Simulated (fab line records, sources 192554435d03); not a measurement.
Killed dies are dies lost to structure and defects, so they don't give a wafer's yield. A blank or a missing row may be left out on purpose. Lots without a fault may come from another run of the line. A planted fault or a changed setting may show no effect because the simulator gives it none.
Split-lot experiment | flow n5_finfet | 7 lots, 39 wafers read, on a route of 1938 steps

THE SPLIT
At N5_BEOL_M1_ILD_DEP_00 (deposits SiOC from DEMS/O2, target thk 79 nm, time 15.3 s), the setting target_thk_a was moved away from the recipe's 790 angstrom on 12 of the 39 wafers read, by -56.6% to +55.2%. The other wafers ran this setting at the recipe's value.

The file shows no step between the split and the reading.

THE READING
M1_ILD_THK, in nm, at N5_BEOL_M1_THK_MEAS_01. Fault-free wafers of this fab line usually give 79.1 nm, standard deviation 0.96 nm.

wafer  | tool, chamber at the split | target_thk_a as run, angstrom | against the recipe | M1_ILD_THK, nm | against lot-mates on the recipe
L074.1 | pecvd-03, 0                | 790                           | recipe             | 78.5           | -
L074.2 | pecvd-03, 1                | 790                           | recipe             | 77.8           | -
L074.5 | pecvd-03, 0                | 790                           | recipe             | 79.4           | -
L080.1 | pecvd-03, 0                | 790                           | recipe             | 78.8           | -
L080.2 | pecvd-03, 1                | 790                           | recipe             | 78.1           | -
L080.3 | pecvd-03, 2                | 790                           | recipe             | 78.5           | -
L080.4 | pecvd-03, 1,0              | 790                           | recipe             | 79.1           | -
L080.5 | pecvd-03, 2                | 790                           | recipe             | 79.4           | -
L080.6 | pecvd-03, 1,0              | 790                           | recipe             | 79.2           | -
L081.1 | pecvd-03, 2                | 790                           | recipe             | 78.7           | -
L081.2 | pecvd-03, 0                | 790                           | recipe             | 77.3           | -
L081.3 | pecvd-03, 1,0              | 790                           | recipe             | 78.1           | -
L081.4 | pecvd-03, 2                | 790                           | recipe             | 78.9           | -
L081.5 | pecvd-03, 1,0              | 790                           | recipe             | 78.3           | -
L081.6 | pecvd-03, 1                | 790                           | recipe             | 80.0           | -
L086.1 | pecvd-03, 1                | 1032                          | +30.6%             | 101.8          | +23.5
L086.2 | pecvd-03, 2                | 1032                          | +30.6%             | 102.6          | +24.3
L086.3 | pecvd-03, 0                | 790                           | recipe             | 76.8           | -
L086.4 | pecvd-03, 2                | 1032                          | +30.6%             | 103.7          | +25.4
L086.5 | pecvd-03, 0                | 790                           | recipe             | 78.7           | -
L086.6 | pecvd-03, 1                | 790                           | recipe             | 79.3           | -
L088.1 | pecvd-01, 0                | 790                           | recipe             | 78.8           | -
L088.2 | pecvd-01, 1                | 1104                          | +39.7%             | 110.0          | +30.3
L088.3 | pecvd-01, 2                | 790                           | recipe             | 79.8           | -
L088.4 | pecvd-01, 0                | 1104                          | +39.7%             | 111.2          | +31.5
L088.5 | pecvd-01, 2                | 1104                          | +39.7%             | 112.2          | +32.5
L088.6 | pecvd-01, 1                | 790                           | recipe             | 80.4           | -
L093.1 | pecvd-03, 0                | 790                           | recipe             | 78.7           | -
L093.2 | pecvd-03, 0                | 1226                          | +55.2%             | 124.0          | +44.3
L093.3 | pecvd-03, 0                | 790                           | recipe             | 80.7           | -
L093.4 | pecvd-03, 0                | 790                           | recipe             | 79.8           | -
L093.5 | pecvd-03, 0                | 1226                          | +55.2%             | 123.1          | +43.4
L093.6 | pecvd-03, 0                | 1226                          | +55.2%             | 123.6          | +43.9
L096.1 | pecvd-03, 0                | 790                           | recipe             | 78.6           | -
L096.2 | pecvd-03, 2                | 790                           | recipe             | 78.4           | -
L096.3 | pecvd-03, 1                | 342.7                         | -56.6%             | 33.6           | -45.4
L096.4 | pecvd-03, 0                | 790                           | recipe             | 80.1           | -
L096.5 | pecvd-03, 1                | 342.7                         | -56.6%             | 33.9           | -45.1
L096.6 | pecvd-03, 2                | 342.7                         | -56.6%             | 34.7           | -44.3
Where a row lists several chambers, the file gives one row for several wafers and doesn't say which wafer went through which chamber.

THE FIT
A straight line over all 39 wafers: M1_ILD_THK changes by +0.799 nm for each +1% of target_thk_a; r = +1.00; the points scatter about the line by 0.9 nm.
The same after taking each lot's own level away (the mean of its wafers on the recipe; 39 wafers): +0.794 nm for each +1%; r = +1.00; scatter 0.74 nm.
On that fit, the largest move of target_thk_a shifts the reading by 45 nm.
The lots' own levels span 78.27 to 79.73 nm, that is 1.5 times the standard deviation above.
So the lot-to-lot level changes the slope little: the two slopes agree.
Check: with one of the wafers moved furthest among these (-56.6%) left out of the fit, the line predicts -44.9 nm for it against its lot-mates. It came out at -45.4 nm against them.

OTHER SPLITS ON THESE WAFERS
These wafers also went through other splits before the reading. Each is held against what the fit with the lots' levels taken away leaves over:
other split on the same wafers     | wafers away from the commonest value | r with M1_ILD_THK (lot level and that fit taken away)
N5_ZERO_LAYER_PECVD_02 time_s      | 12                                   | +0.07
N5_FIN_SAQP_HM_DEP_03 time_s       | 12                                   | +0.08
N5_SD_EPI_N_ETCH_16 target_depth_a | 12                                   | -0.24
N5_HKMG_FIN_ALD_71 ald_cycles      | 12                                   | +0.26
N5_MOL_CONTACT_COAG_ALD_27 time_s  | 18                                   | -0.20

THE WHOLE CHAIN: every reading that the file lists as answering this split, in the file's order
step                   | what it does                                              | reading                                                                            | change (the file's fit)               | r (the file's)
N5_BEOL_M1_ILD_DEP_00  | deposits SiOC from DEMS/O2, target thk 79 nm, time 15.3 s | SiOC_of_BEOL_M1_ILD_DEP_00.thk_nm (the simulator's own value, which no gauge read) | +0.794 nm for each +1% of the setting | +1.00
N5_BEOL_M1_THK_MEAS_01 |                                                           | M1_ILD_THK                                                                         | +0.794 for each +1% of the setting    | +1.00

THE FILE'S OWN FIT
M1_ILD_THK changes by +0.794 nm for each +1% of target_thk_a, r = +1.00.
